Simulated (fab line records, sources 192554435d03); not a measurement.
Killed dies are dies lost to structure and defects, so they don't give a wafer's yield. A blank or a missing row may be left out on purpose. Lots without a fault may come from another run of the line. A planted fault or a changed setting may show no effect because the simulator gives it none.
A struck lot beside a sound one | flow n5_finfet | 15 steps out of a route of 1938
Sound: wafers L783.2, L783.4, L783.5. Struck: wafers L799.2, L799.3. (L799.5 of the same lot was not struck and is left out.) The cause comes at the end.
At each step with rows: each side's tool, then ch and its chambers, then its first start. Under that, the readings that differ: sound wafers | struck wafers | difference of the means | sigmas: that difference in standard deviations of wafers without a fault.
alike: readings whose means differ by less than 2 such deviations, and words and numbers that are the same on both sides. not compared: withheld readings, readings that some wafer has no value for, bounds like >300 that may hide the same value, and numbers for which the record gives no deviation and whose values overlap.
The two part at a step that has a row with sigmas, a row that says differs or no value, or rows on one side only. Numbers that don't overlap but have no deviation are shown without sigmas and don't part them. A reading that every wafer of one side lacks parts them only if that side has two wafers or more.

first, 8 steps without rows for these wafers: N5_MOL_CONTACT_COAG_COAT_76 (time 60 s, resist thk 10 nm); N5_MOL_CONTACT_COAG_COAT_77 (time 60 s, resist thk 10 nm); N5_MOL_CONTACT_COAG_COAT_78 (resist thk 40 nm); N5_MOL_CONTACT_COAG_EBR_80; N5_MOL_CONTACT_COAG_SOFTBAKE_79 (time 60 s); N5_MOL_CONTACT_COAG_EXPOSE_81 (exposes mask VG, defocus 0 nm); N5_MOL_CONTACT_COAG_PEB_82 (peb time 60 s); N5_MOL_CONTACT_COAG_DEVELOP_83 (develop time 30 s).
N5_MOL_CONTACT_COAG_CD_MEAS_84: target cd 25.1 nm.
  sound on cd_sem-03 ch 0, day 7 01:27; struck on cd_sem-02 ch 0, day 11 00:19
  alike: cd_nm
N5_MOL_CONTACT_COAG_OVL_MEAS_85:
  sound on overlay-01 ch 0, day 7 01:29; struck on overlay-02 ch 0, day 11 00:22
  alike: VG_OVL
N5_MOL_CONTACT_COAG_INSPECT_57: inspects for defects (brightfield).
  sound on defect_inspect-02, day 7 01:32; struck on defect_inspect-01, day 11 00:25
  alike: raw_defect_count
N5_MOL_CONTACT_COAG_DESCUM_88: chemistry O2, time 7 s.
  sound on rie_diel-03 ch 0,2, day 7 01:50; struck on rie_diel-03 ch 0,1, day 11 00:26
  alike: drypump_motor_current_A, oes_product_au, rf_vpp_V, showerhead_plenum_p_Torr, throttle_valve_pct
  not compared: rf_hours_counter_h
N5_MOL_CONTACT_COAG_ETCH_89: etches underlayer in N2/H2, target depth 13 nm, time 10.4 s.
  sound on rie_diel-03 ch 0,2, day 7 01:52; struck on rie_diel-03 ch 0,1, day 11 00:29
  reading               | sound             | struck    | difference | sigmas
  etch_rf_on_time_s (s) | 10.61 10.55 10.55 | 6.73 6.57 | -3.92      | -23
  oes_product_au (a.u.) | 0.60 0.61 0.64    | 0.77 1.00 | +0.27      | +3
  alike: drypump_motor_current_A, rf_vpp_V, showerhead_plenum_p_Torr, throttle_valve_pct
  not compared: rf_hours_counter_h
N5_MOL_CONTACT_COAG_ETCH_90: etches SiARC in CF4, target depth 13 nm, time 21.7 s.
  sound on rie_diel-03 ch 0,2, day 7 01:53; struck on rie_diel-03 ch 0,1, day 11 00:30
  alike: cf4_flow_sccm, drypump_motor_current_A, etch_rf_on_time_s, mfc_ar_sccm, oes_product_au, rf_vpp_V, showerhead_plenum_p_Torr, throttle_valve_pct
  not compared: rf_hours_counter_h
-- the record jumps here: 4 days lie between the struck wafers' starts before and after (it left off in module MOL_CONTACT_COAG and takes up again in module BEOL_M4, whose first step shown is number 1111 of the route) --
N5_BEOL_M4_RC_MEAS_101:
  sound on prober-01 ch 0, day 10 09:18; struck on prober-02 ch 0, day 15 00:34
  reading       | sound          | struck    | difference | sigmas
  SS_N (mV/dec) | 71.8 72.0 72.7 | 71.5 70.7 | -1.1       | -2
  SS_P (mV/dec) | 74.2 74.5 74.1 | 73.2 72.9 | -1.2       | -2
  alike: DIBL_N, DIBL_P, IOFF_N, IOFF_P, ION_N, ION_P, VT_N, VT_P

WHERE THEY PART
First at N5_MOL_CONTACT_COAG_ETCH_89; last, within this record, at N5_BEOL_M4_RC_MEAS_101.

WHY: what the simulator had put in
Process parameter drift: rie_diel-03, from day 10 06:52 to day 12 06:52, at N5_MOL_CONTACT_COAG_ETCH_89. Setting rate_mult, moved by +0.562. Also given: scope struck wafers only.
